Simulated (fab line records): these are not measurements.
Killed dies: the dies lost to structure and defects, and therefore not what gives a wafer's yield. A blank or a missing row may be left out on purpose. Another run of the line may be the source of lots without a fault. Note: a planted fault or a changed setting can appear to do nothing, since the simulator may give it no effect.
Problem report, 8D (eight disciplines) form, completed by code || flow n5Finfet || the parts of the form that need people (team, actions taken, sign-off) are left out

## 1. PROBLEM STATEMENT
stripTimeToEndpointS at N5_ZERO_LAYER_STRIP_24 reads a mean of 43.37 s on 4 wafers of 2 lots; wafers without a fault read 43.84 s with a standard deviation of 0.077. Measured from the usual mean, that is -6.2 standard deviations.
The step: strips in O2.
The first sign was on wafer L397.1 at day 3 07:01, on plasmaAsher-01. At this step, 27 wafers from 9 lots have a number in the record. The rule behind "out" and "out of limits": a value lying over 4 standard deviations away from the usual mean. All remaining wafers that have a number are taken as sound.

## 2. WHAT IT IS, AND WHAT IT ISN'T
{"question": "which readings at this step", "is": "stripTimeToEndpointS", "is not": "drypumpMotorCurrentA, heaterPowerW, oesProductAu"}
{"question": "which lots", "is": "L397, L399", "is not": "L392, L393, L401, L403, L409, L410, L413"}
{"question": "which wafers of those lots", "is": "L397.1, L397.2, L399.1, L399.2", "is not": "L397.3, L399.4"}
{"question": "read on which tools", "is": "plasmaAsher-01", "is not": "plasmaAsher-02"}
{"question": "when", "is": "from day 3 07:01", "is not": "up to then (7 sound wafers); but 16 sound wafers of L399, L401, L403, L409, L410, L413 came after"}

## 3. SUSPECTS, AND WHAT RULES EACH OUT
Counting: any tool at a process step up to the reading remains a suspect provided it ran every lot that is out. Sound lots after the first of them don't rule it out here, since some wafers of a struck lot are sound.
- rieSi-02 at N5_ZERO_LAYER_ETCH_18 (etches Si in HBr/Cl2, target depth 120 nm, time 40 s): kept. Every lot that is out went through it, the first being L397 (day 3 06:55); the last sound lot it ran before that was L392 (day 2 01:02).
- plasmaAsher-01 at N5_ZERO_LAYER_STRIP_24 (strips in O2): kept. It ran every lot that is out, first L397 (day 3 07:01). Out on those wafers are its own readings of stripTimeToEndpointS.
What counting leaves: rieSi-02 at N5_ZERO_LAYER_ETCH_18 and plasmaAsher-01 at N5_ZERO_LAYER_STRIP_24.

## 4. THE CAUSE (what the simulator had put in)
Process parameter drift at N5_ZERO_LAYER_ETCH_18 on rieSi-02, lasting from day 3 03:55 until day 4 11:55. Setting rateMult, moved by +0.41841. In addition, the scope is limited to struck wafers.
This tool is one of the 2 suspects left after counting.

## 5. THE EFFECT CHAIN, in route order
One row per reading whose mean, taken over the struck wafers that have a number, lies over 3 standard deviations from the usual. Only readings for which the record gives a usual standard deviation are gone through. hours: the time from each lot's start at the first step in this table that gives one to its start at this step, as a median over the lots. sigmas: the change in usual standard deviations.
{"hours": 0, "step": "N5_ZERO_LAYER_STRIP_24", "reading": "stripTimeToEndpointS", "usual": "43.84 s", "on struck wafers": 43.37, "change": -0.48, "sigmas": -6.2}
The process steps in it:
- N5_ZERO_LAYER_STRIP_24: strips in O2.
At these later measuring or inspecting steps, every struck wafer for which the step has a row has a number for every such reading, and none has moved that far: N5_WELL_APT_OVL_MEAS_09, N5_BEOL_M4_RC_MEAS_101.

## 6. WHAT WOULD HAVE CAUGHT IT SOONER
3 hours passed between the start of the fault at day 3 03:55 and the first reading out of limits in this record, taken at day 3 07:01.
No tool reading at N5_ZERO_LAYER_ETCH_18 that has a usual standard deviation in the record was out on any struck wafer, so an alarm limit of 4 standard deviations on those readings would not have fired.
Of the lots that are out (2), L399 began N5_ZERO_LAYER_ETCH_18 on rieSi-02 after day 3 07:01. A hold on the tool at that time would have spared it.
